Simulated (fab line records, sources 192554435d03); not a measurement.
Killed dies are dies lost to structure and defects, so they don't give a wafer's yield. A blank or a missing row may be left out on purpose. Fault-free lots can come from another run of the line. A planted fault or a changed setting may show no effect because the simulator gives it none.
fab line records	flow n5Finfet
record: lots: 10	wafers: 30	lastDay: 18
route steps=1938 shown MOL_CONTACT_COAG@627 BEOL_M0_SAQP@633 BEOL_M4@1111 PASSIVATION@1936
lots that met no fault: taken from a fault-free run of the same line
startH: the number of hours between the record's first day and the start of the first shown wafer of the lot	waitH: hours since the lot's step before	" the same as in the row above	L1.1+2: one row covering several wafers at once	- no value, or no start was given	* or withheld: withheld	< > ~ a bound
route shown NAME@n: a module of which the file shows steps, and the number in the route of the first	usual: mean/standard deviation of fault-free wafers	same: alike in all rows	chamber/n: place in a boat	sites: the reading at each site	_std_site: the values' standard deviation	_edge_site: outer sites' mean less inner sites'	radiusMm: how far each site lies from the wafer's centre	mask NAME#n: copy n	behind: the tool/chamber that last shaped the wafer	hold: cause of the lot's hold/its duration in hours/its outcome	device: the transistor (n, p or np) that didn't switch	end of line: the route-end tests of the same wafers	step lacking rows: just its recipe	killed: dies that structure and defects cost at the first sort, which is not the same as the wafer's yield	map: the dies of a wafer, with x for killed, . for not killed, _ for no die there
set.NAME: the setting the step ran with; set.NAME@STEP: the setting that earlier step ran with	model.NAME: the simulator's own value behind a step, which no gauge read
steps of the route over a sample of lots; a table a step, a row a wafer
services: when a tool's chamber went out of use (startH, in hours from the record's first day, below 0 if earlier), for how many hours, and the reason
== steps ==
step: N5_MOL_CONTACT_COAG_CMP_52
recipe: stopOn: SiO2	tOverpolishS: 1.5	postCmpClean: wDiluteNh4oh	downForcePsi: 4	platenRpm: 50.289	padVelocityMS: 1.0006	targetThkNm: 66.5
usual: motorCurrentA: 11.6/1.6	overpolishRunS: 1.500/0.01	timeToEndpointS: 14.2/2.1
lot.wafer	tool	chamber	startH	waitH	motorCurrentA	overpolishRunS	timeToEndpointS
L440.4	cmp-01	3	112.45	0.1	11.5	1.488	13.3
L440.3	"	0	"	"	15.0	1.489	12.7
L440.6	"	2	"	"	12.1	1.527	17.8
L441.4	cmp-03	3	120.49	0.1	12.6	1.517	15.5
L441.3	"	0	"	"	9.6	1.494	17.4
L441.6	"	1	"	"	10.4	1.521	17.3
L444.3	cmp-02	0	135.53	0.0	13.2	1.503	15.9
L444.1	"	2	"	"	8.7	1.494	18.4
L444.6	"	0	"	"	12.5	1.501	17.1
L449.2	cmp-03	0	166.13	0.1	9.7	1.498	9.8
L449.4	"	1	"	"	9.9	1.497	10.4
L449.5	"	2	"	"	10.3	1.508	12.0
L450.3	cmp-02	1	175.92	0.1	10.8	1.492	14.8
L450.1	"	3	"	"	9.7	1.514	15.6
L450.5	"	1	"	"	11.4	1.503	15.4
L451.4	cmp-03	1	182.78	0.1	10.6	1.493	14.3
L451.3	"	2	"	"	10.4	1.495	14.4
L451.6	"	0	"	"	9.9	1.500	12.8
L453.4	cmp-01	1	194.13	0.1	11.9	1.465	15.2
L453.6	"	0	"	"	14.4	1.500	14.9
L453.5	"	1	"	"	12.2	1.481	14.5
L456.3	cmp-03	0	215.58	0.0	9.8	1.491	14.0
L456.6	"	0	"	"	10.4	1.517	12.8
L456.5	"	1	"	"	10.3	1.485	14.9
L458.4	cmp-01	2	222.51	0.0	12.6	1.481	15.6
L458.1	"	0	"	"	14.5	1.490	13.8
L458.6	"	2	"	"	12.9	1.510	17.4
L459.3	cmp-01	0	232.10	0.0	13.7	1.499	13.1
L459.4	"	2	"	"	12.2	1.497	13.0
L459.1	"	3	"	"	11.9	1.502	13.2
step: N5_MOL_CONTACT_COAG_INSPECT_97
recipe: inspectInstrument: darkfield	mode: postAnneal
usual: rawDefectCount: 45/22
lot.wafer	tool	chamber	startH	waitH	rawDefectCount
L440.3	defectInspect-01	-	116.32	0.1	49
L440.4	"	-	"	"	59
L440.6	"	-	"	"	62
L441.3	defectInspect-01	-	123.80	0.1	39
L441.4	"	-	"	"	23
L441.6	"	-	"	"	44
L444.1	defectInspect-02	-	138.89	0.0	49
L444.3	"	-	"	"	29
L444.6	"	-	"	"	33
L449.2	defectInspect-01	-	170.13	0.0	66
L449.4	"	-	"	"	41
L449.5	"	-	"	"	59
L450.1	defectInspect-02	-	179.23	0.0	14
L450.3	"	-	"	"	27
L450.5	"	-	"	"	34
L451.3	defectInspect-02	-	186.09	0.1	32
L451.4	"	-	"	"	45
L451.6	"	-	"	"	60
L453.4	defectInspect-01	-	197.50	0.1	38
L453.5	"	-	"	"	49
L453.6	"	-	"	"	50
L456.3	defectInspect-02	-	218.96	0.1	38
L456.5	"	-	"	"	36
L456.6	"	-	"	"	35
L458.1	defectInspect-01	-	225.86	0.0	66
L458.4	"	-	"	"	60
L458.6	"	-	"	"	62
L459.1	defectInspect-02	-	235.45	0.0	41
L459.3	"	-	"	"	36
L459.4	"	-	"	"	44
step: N5_BEOL_M0_SAQP_ILD_DEP_01
recipe: material: SiOC	targetThkA: 454.19	tempC: 350	precursor: DEMS/O2	pressureTorr: 5	rfW: 500	timeS: 8.7
usual: chamberPressureTorr: 5.001/0.011	heaterPowerOuterW: 261/54	heaterPowerW: 479/95	showerheadPlenumPTorr: 5.697/0.017	throttleValvePct: 11.7/0.48
lot.wafer	tool	chamber	startH	waitH	chamberPressureTorr	heaterPowerOuterW	heaterPowerW	showerheadPlenumPTorr	throttleValvePct
L440.3	pecvd-02	1	116.67	0.0	5.002	313	606	5.701	11.8
L440.4	"	0	"	"	5.008	248	406	5.688	10.8
L440.6	"	1	"	"	4.993	313	618	5.713	11.9
L441.3	pecvd-04	0	124.13	0.0	4.995	195	373	5.722	12.2
L441.4	"	0	"	"	5.013	198	369	5.715	12.3
L441.6	"	2	"	"	4.989	281	489	5.693	11.4
L444.1	pecvd-04	0	139.25	0.0	5.011	198	375	5.701	12.4
L444.3	"	1	"	"	4.997	228	443	5.718	11.2
L444.6	"	1	"	"	4.986	230	448	5.703	11.1
L449.2	pecvd-03	1	170.47	0.0	5.001	249	473	5.717	12.8
L449.4	"	2	"	"	5.003	287	508	5.670	11.1
L449.5	"	1	"	"	5.011	243	468	5.715	12.5
L450.1	pecvd-03	1	179.59	0.0	5.003	321	578	5.711	12.6
L450.3	"	2	"	"	4.998	297	520	5.672	11.6
L450.5	"	0	"	"	4.999	335	599	5.726	11.9
L451.3	pecvd-03	0	186.40	0.0	-	-	-	-	-
L451.4	"	1	"	"	-	-	-	-	-
L451.6	"	2	"	"	-	-	-	-	-
L453.4	pecvd-04	1	197.82	0.0	-	-	-	-	-
L453.5	"	2	"	"	-	-	-	-	-
L453.6	"	0	"	"	-	-	-	-	-
L456.3	pecvd-04	1	219.28	0.0	4.985	237	448	5.685	11.2
L456.5	"	2	"	"	4.987	302	493	5.687	11.5
L456.6	"	0	"	"	4.992	182	354	5.713	12.2
L458.1	pecvd-04	0	226.21	0.0	4.993	199	370	5.705	12.1
L458.4	"	2	"	"	5.000	251	435	5.678	11.6
L458.6	"	0	"	"	5.018	192	374	5.711	12.0
L459.1	pecvd-03	1	235.80	0.0	5.005	246	470	5.705	12.5
L459.3	"	0	"	"	5.021	334	587	5.726	11.9
L459.4	"	2	"	"	4.999	225	430	5.676	11.6
step: N5_BEOL_M0_SAQP_PECVD_97
recipe: material: SiNx	targetThkA: 230	tempC: 350	precursor: SiH4/NH3/N2	pressureTorr: 1.5	rfW: 300	timeS: 19.9
usual: heaterPowerW: 565/81	showerheadPlenumPTorr: 5.15/0.082	throttleValvePct: 39.3/1.6
lot.wafer	tool	chamber	startH	waitH	heaterPowerW	showerheadPlenumPTorr	throttleValvePct
L440.3	pecvd-03	0	116.94	0.0	653	5.27	38.8
L440.4	"	0	"	"	679	5.25	39.1
L440.6	"	2	"	"	582	5.03	37.9
L441.3	pecvd-02	1	124.90	0.0	717	5.18	40.6
L441.4	"	2	"	"	564	5.07	38.8
L441.6	"	1	"	"	731	5.20	40.5
L444.1	pecvd-04	2	140.61	0.0	567	5.15	38.0
L444.3	"	0	"	"	440	5.27	40.5
L444.6	"	0	"	"	443	5.26	40.7
L449.2	pecvd-03	1	171.31	0.0	644	5.19	42.2
L449.4	"	0	"	"	656	5.25	39.3
L449.5	"	2	"	"	543	5.02	37.9
L450.1	pecvd-02	1	180.59	0.0	695	5.20	40.5
L450.3	"	0	"	"	488	5.11	37.1
L450.5	"	1	"	"	714	5.18	40.2
L451.3	pecvd-02	2	188.54	0.0	615	5.06	39.3
L451.4	"	0	"	"	480	5.10	37.3
L451.6	"	1	"	"	675	5.19	40.6
L453.4	pecvd-03	2	200.15	0.0	515	5.03	38.3
L453.5	"	1	"	"	604	5.19	42.2
L453.6	"	0	"	"	644	5.27	39.1
L456.3	pecvd-03	1	220.03	0.0	649	5.18	42.3
L456.5	"	2	"	"	549	5.03	38.1
L456.6	"	0	"	"	600	5.27	39.4
L458.1	pecvd-04	2	228.08	0.0	511	5.13	38.8
L458.4	"	1	"	"	512	5.17	37.4
L458.6	"	0	"	"	414	5.25	40.7
L459.1	pecvd-02	2	237.73	0.0	568	5.07	39.5
L459.3	"	1	"	"	706	5.19	40.1
L459.4	"	1	"	"	692	5.20	40.1
step: N5_BEOL_M4_RC_MEAS_101
usual: DIBL_N: 36.3/2	DIBL_P: 36.3/2.4	IOFF_N: 0.16/0.034	IOFF_P: 0.21/0.035	ION_N: 672/12	ION_P: 459/6.5	SS_N: 71.6/0.67	SS_P: 73.3/0.71	VT_N: 250/3.5	VT_P: -251/3
lot.wafer	tool	chamber	startH	waitH	DIBL_N[mV/V]	DIBL_P[mV/V]	IOFF_N[nA/um]	IOFF_P[nA/um]	ION_N[uA/um]	ION_P[uA/um]	SS_N[mV/dec]	SS_P[mV/dec]	VT_N[mV]	VT_P[mV]
L440.3	prober-02	0	175.68	0.3	32.6	31.7	0.10	0.15	651	456	70.0	72.0	259	-256
L440.4	"	0	"	"	32.3	31.6	0.10	0.15	653	453	69.8	71.8	256	-253
L440.6	"	0	"	"	32.3	31.5	0.10	0.15	664	456	70.1	72.1	257	-254
L441.3	prober-02	0	184.97	0.3	35.0	34.4	0.14	0.18	666	453	71.1	73.2	249	-254
L441.4	"	0	"	"	33.2	31.5	0.10	0.13	647	440	70.8	72.8	256	-256
L441.6	"	0	"	"	33.3	32.3	0.11	0.15	650	452	70.9	72.7	256	-253
L444.1	prober-01	0	200.49	0.0	34.8	35.7	0.14	0.19	674	460	71.6	72.7	251	-250
L444.3	"	0	"	"	36.4	37.8	0.16	0.22	675	467	71.6	73.9	249	-249
L444.6	"	0	"	"	36.4	36.9	0.17	0.21	680	458	70.6	73.1	247	-251
L449.2	prober-01	0	255.75	0.2	36.1	37.2	0.15	0.21	664	455	71.5	73.3	249	-251
L449.4	"	0	"	"	35.3	36.9	0.16	0.21	692	476	71.4	73.0	247	-251
L449.5	"	0	"	"	37.2	38.8	0.19	0.23	683	462	72.4	73.6	246	-249
L450.1	prober-02	0	260.12	0.0	37.1	36.1	0.15	0.19	667	455	71.9	72.6	250	-252
L450.3	"	0	"	"	38.7	37.1	0.16	0.20	661	450	72.4	73.5	250	-251
L450.5	"	0	"	"	39.6	38.6	0.18	0.23	677	460	71.6	73.8	249	-248
L458.1	prober-02	0	296.20	0.0	36.1	35.6	0.18	0.19	695	465	71.7	73.0	246	-253
L458.4	"	0	"	"	35.3	35.6	0.17	0.19	681	459	71.2	72.9	247	-252
L458.6	"	0	"	"	33.6	32.8	0.13	0.15	672	451	71.2	72.8	252	-256
L459.1	prober-01	0	317.86	0.0	37.9	38.8	0.20	0.25	699	473	72.3	74.4	245	-248
L459.3	"	0	"	"	37.1	37.0	0.18	0.22	679	463	71.9	73.8	246	-249
L459.4	"	0	"	"	40.2	40.1	0.24	0.28	693	469	72.8	74.6	243	-250
L456.3	prober-02	0	319.02	0.3	37.0	38.8	0.20	0.25	682	462	71.8	74.3	247	-248
L456.5	"	0	"	"	34.8	34.8	0.15	0.19	666	454	71.2	74.1	249	-252
L456.6	"	0	"	"	38.7	38.5	0.24	0.24	676	458	72.4	74.0	244	-249
step: N5_PASSIVATION_PROBE_49
usual: defectLimitedYield: 91.4/1.5	killed_at_M0_to_M3: 33/11	killed_at_M4_up: 14/5.3	killedAtContacts: 13/6.2	killedAtFrontEnd: 39/13	killedAtOther: 3.1/2.8	killedDies: 102/17	killedOnRim: 13/3.8	killedOpen: 68/13	killedShort: 32/7.8	sort_bin_5_function: 5.1/0.95	sort_bin_6_memory: 3.2/0.7	sort_bin_8_speed: 0.02/0.16	sortNPass: 1078/18	sortYieldPct: 91.3/1.5
same: grossDies: 1180	killedAtBackSide: 0	sort_bin_4_leakage[%]: 0
lot.wafer	tool	chamber	startH	waitH	defectLimitedYield[%]	killed_at_M0_to_M3	killed_at_M4_up	killedAtContacts	killedAtFrontEnd	killedAtOther	killedDies	killedOnRim	killedOpen	killedShort	sort_bin_5_function[%]	sort_bin_6_memory[%]	sort_bin_8_speed[%]	sortNPass	sortYieldPct[%]
L449.2	prober-02	-	359.19	0.1	90.8	30	12	19	41	7	109	14	74	34	5.1	4.0	0	1071	90.8
L449.4	prober-02	-	359.29	0.2	91.6	16	13	18	49	3	99	12	65	31	5.7	2.2	0	1081	91.6
L449.5	prober-02	-	359.34	0.2	92.5	17	13	23	36	0	89	10	67	21	4.4	3.0	0	1091	92.5
L451.3	prober-01	-	373.16	0.1	0	1093	14	15	58	0	1180	152	86	28	96.6	3.1	0	0	0
L451.4	prober-01	-	373.21	0.2	0	1100	15	15	49	1	1180	152	79	28	96.1	3.5	0	0	0
L451.6	prober-01	-	373.31	0.3	0	1099	5	21	44	11	1180	152	70	32	96.6	3.2	0	0	0
L453.4	prober-02	-	388.78	0.2	0	1089	8	20	53	10	1180	152	75	42	95.3	4.4	0	0	0
L453.5	prober-02	-	388.83	0.2	0	1112	11	18	36	3	1180	152	53	40	96.8	3.0	0	0	0
L453.6	prober-02	-	388.88	0.3	0	1104	12	16	47	1	1180	152	77	37	96.0	3.6	0	0	0
L456.3	prober-02	-	425.66	0.1	92.5	38	14	8	26	2	88	13	53	33	5.3	1.9	0	1092	92.5
L456.5	prober-02	-	425.76	0.2	89.2	56	11	15	37	9	128	20	80	47	5.8	4.4	0	1052	89.2
L456.6	prober-02	-	425.81	0.3	92.1	38	11	11	31	2	93	14	52	35	4.7	2.9	0	1087	92.1
L459.1	prober-01	-	427.37	0.0	92.3	19	20	11	34	7	91	7	64	26	4.7	2.8	0	1089	92.3
L459.3	prober-01	-	427.47	0.1	94.6	21	12	7	20	4	64	12	40	24	3.6	1.4	0	1116	94.6
L459.4	prober-01	-	427.52	0.2	92.5	19	17	10	39	3	88	9	56	32	3.6	3.1	0	1092	92.5
killed by level:class
L449.2 MOL_CONTACT_COAG:geometricParticle:open=14 BEOL_M2:geometricParticle:open=9 STI_FIN_REVEAL:geometricParticle:open=8 BEOL_M0_SAQP:geometricParticle:short=6 BEOL_M0:geometricParticle:open=6 FIN_SAQP:geometricParticle:short=5 MOL_CONTACT_COAG:geometricParticle:short=5 BEOL_M4:geometricParticle:open=5
L449.4 MOL_CONTACT_COAG:geometricParticle:open=16 STI_FIN_REVEAL:geometricParticle:open=12 FIN_SAQP:geometricParticle:short=9 BEOL_M3:geometricParticle:open=5 DUMMY_GATE:geometricParticle:open=4 BEOL_M4:geometricParticle:open=4 FIN_SAQP:geometricParticle:open=3 FIN_CUT:geometricParticle:open=3
L449.5 MOL_CONTACT_COAG:geometricParticle:open=18 FIN_SAQP:geometricParticle:open=9 BEOL_M3:geometricParticle:open=7 STI_FIN_REVEAL:geometricParticle:open=6 MOL_CONTACT_COAG:geometricParticle:short=5 DUMMY_GATE:geometricParticle:open=4 BEOL_M2:geometricParticle:open=4 GATE_CUT:geometricParticle:open=3
L451.3 BEOL_M0_SAQP:areaDep=1066 STI_FIN_REVEAL:geometricParticle:open=20 BEOL_M2:geometricParticle:open=14 MOL_CONTACT_COAG:geometricParticle:open=11 FIN_SAQP:geometricParticle:open=9 FIN_SAQP:geometricParticle:short=7 DUMMY_GATE:geometricParticle:open=7 MOL_CONTACT_COAG:geometricParticle:short=4
L451.4 BEOL_M0_SAQP:areaDep=1072 STI_FIN_REVEAL:geometricParticle:open=18 MOL_CONTACT_COAG:geometricParticle:open=12 BEOL_M1:geometricParticle:open=9 FIN_SAQP:geometricParticle:open=8 FIN_SAQP:geometricParticle:short=6 BEOL_M2:geometricParticle:open=6 BEOL_M4:geometricParticle:open=6
L451.6 BEOL_M0_SAQP:areaDep=1077 MOL_CONTACT_COAG:geometricParticle:open=17 STI_FIN_REVEAL:geometricParticle:open=16 BEOL_M0_SAQP:geometricParticle:short=5 BEOL_M3:geometricParticle:open=5 FIN_SAQP:geometricParticle:open=4 FIN_SAQP:geometricParticle:short=4 STI_FIN_REVEAL:geometricParticle:short=4
L453.4 BEOL_M0_SAQP:areaDep=1060 MOL_CONTACT_COAG:geometricParticle:open=18 STI_FIN_REVEAL:geometricParticle:open=14 FIN_SAQP:geometricParticle:short=11 BEOL_M2:geometricParticle:open=9 FIN_SAQP:geometricParticle:open=7 BEOL_M0_SAQP:geometricParticle:short=6 GATE_CUT:geometricParticle:short=5
L453.5 BEOL_M0_SAQP:areaDep=1087 MOL_CONTACT_COAG:geometricParticle:open=15 BEOL_M2:geometricParticle:open=10 FIN_SAQP:geometricParticle:short=9 FIN_SAQP:geometricParticle:open=7 GATE_CUT:geometricParticle:short=7 BEOL_M4:geometricParticle:short=5 BEOL_M0_SAQP:geometricParticle:short=4
L453.6 BEOL_M0_SAQP:areaDep=1066 MOL_CONTACT_COAG:geometricParticle:open=13 DUMMY_GATE:geometricParticle:open=10 BEOL_M4:geometricParticle:open=10 BEOL_M0_SAQP:geometricParticle:short=10 BEOL_M2:geometricParticle:open=9 FIN_SAQP:geometricParticle:short=8 FIN_SAQP:geometricParticle:open=7
L456.3 BEOL_M0_SAQP:geometricParticle:open=15 BEOL_M4:geometricParticle:open=10 BEOL_M0_SAQP:geometricParticle:short=8 MOL_CONTACT_COAG:geometricParticle:open=5 FIN_SAQP:geometricParticle:short=4 BEOL_M2:geometricParticle:short=4 FIN_SAQP:geometricParticle:open=3 DUMMY_GATE:geometricParticle:short=3
L456.5 BEOL_M0_SAQP:geometricParticle:short=18 BEOL_M0_SAQP:geometricParticle:open=17 MOL_CONTACT_COAG:geometricParticle:open=13 BEOL_M4:geometricParticle:open=7 PASS1_DEP:geometricParticle:short=7 GATE_CUT:geometricParticle:open=6 BEOL_M2:geometricParticle:open=6 BEOL_M3:geometricParticle:short=6
L456.6 BEOL_M0_SAQP:geometricParticle:open=11 MOL_CONTACT_COAG:geometricParticle:open=11 BEOL_M0_SAQP:geometricParticle:short=9 BEOL_M4:geometricParticle:open=7 STARTING-WAFER:geometricParticle:short=6 BEOL_M3:geometricParticle:short=5 FIN_SAQP:geometricParticle:short=4 STI_FIN_REVEAL:geometricParticle:open=4
L459.1 MOL_CONTACT_COAG:geometricParticle:open=10 BEOL_M4:geometricParticle:open=10 GATE_CUT:geometricParticle:short=8 FIN_SAQP:geometricParticle:open=7 BEOL_M0_SAQP:geometricParticle:open=6 FIN_SAQP:geometricParticle:short=4 GATE_CUT:geometricParticle:open=4 BEOL_M0_SAQP:geometricParticle:short=4
L459.3 BEOL_M2:geometricParticle:open=7 MOL_CONTACT_COAG:geometricParticle:open=6 GATE_CUT:geometricParticle:open=5 BEOL_M4:geometricParticle:open=5 GATE_CUT:geometricParticle:short=4 FIN_SAQP:geometricParticle:short=3 FIN_SAQP:geometricParticle:open=3 STI_FIN_REVEAL:geometricParticle:short=3
L459.4 BEOL_M4:geometricParticle:open=9 FIN_SAQP:geometricParticle:short=8 FIN_SAQP:geometricParticle:open=7 MOL_CONTACT_COAG:geometricParticle:open=6 BEOL_M2:geometricParticle:open=6 STI_FIN_REVEAL:geometricParticle:open=5 GATE_CUT:geometricParticle:open=5 BEOL_M0_SAQP:geometricParticle:short=5
== services ==
tool	chamber	startH	hours	kind
cmp-03	-	91.87	5.3	pm
pecvd-02	2	113.23	8.5	repair
pecvd-04	0	117.43	5.5	scheduledDown
pecvd-02	0	120.54	5.8	repair
pecvd-03	1	125.33	9.7	repair
pecvd-03	2	134.90	2.1	scheduledDown
cmp-01	-	146.36	4.0	pm
cmp-03	-	147.29	3.1	repair
cmp-01	-	150.36	-	consumableReplace:conditioner
cmp-01	-	150.36	-	consumableReplace:pad
cmp-02	-	156.03	16.5	pm
pecvd-04	-	172.67	5.6	repair
cmp-01	-	173.90	7.2	repair
cmp-03	-	184.75	1.7	repair
cmp-01	-	187.32	1.9	repair
cmp-03	-	191.84	4.0	pm
cmp-02	-	203.16	2.4	repair
cmp-03	-	205.24	4.4	pm
cmp-01	-	213.33	1.3	repair
pecvd-03	0	222.15	4.3	repair
cmp-02	-	226.00	6.5	pm
== key ==
firstSign: step: N5_BEOL_M0_SAQP_ILD_DEP_01	reading: toolRecord	direction: missing
effect: step: N5_PASSIVATION_PROBE_49	reading: killed_at_M0_to_M3	direction: up	sigmas: 98	usual: 33	struck: 1100
moreKillsBornAt: N5_BEOL_M0_SAQP_ILD_DEP_01@pecvd-03: 3215	N5_BEOL_M0_SAQP_ILD_DEP_01@pecvd-04: 3212
metAt N5_BEOL_M0_SAQP_ILD_DEP_01
struckLots L451,L453
laterRowsLeftOut L451.3,L451.4,L451.6,L453.4,L453.5,L453.6
notActingAt N5_MOL_CONTACT_COAG_CMP_52,N5_MOL_CONTACT_COAG_INSPECT_97,N5_BEOL_M0_SAQP_PECVD_97
onsetBetween 179.59 186.40
earlierFault: kind: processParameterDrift	tool: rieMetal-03	chamber: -	onsetH: 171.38	steps: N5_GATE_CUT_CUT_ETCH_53	channel: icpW	offset: 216	shape: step	actsIn: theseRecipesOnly	stated: 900
fault: kind: skippedStepWhole	tool: pecvd-03,pecvd-04	chamber: -	onsetH: 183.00	steps: N5_BEOL_M0_SAQP_ILD_DEP_01	scope: struckLotsOnly
laterRowsLeftOut: the simulator's readings of these wafers behind a module that went badly wrong aren't trusted and aren't shown, but for the sort
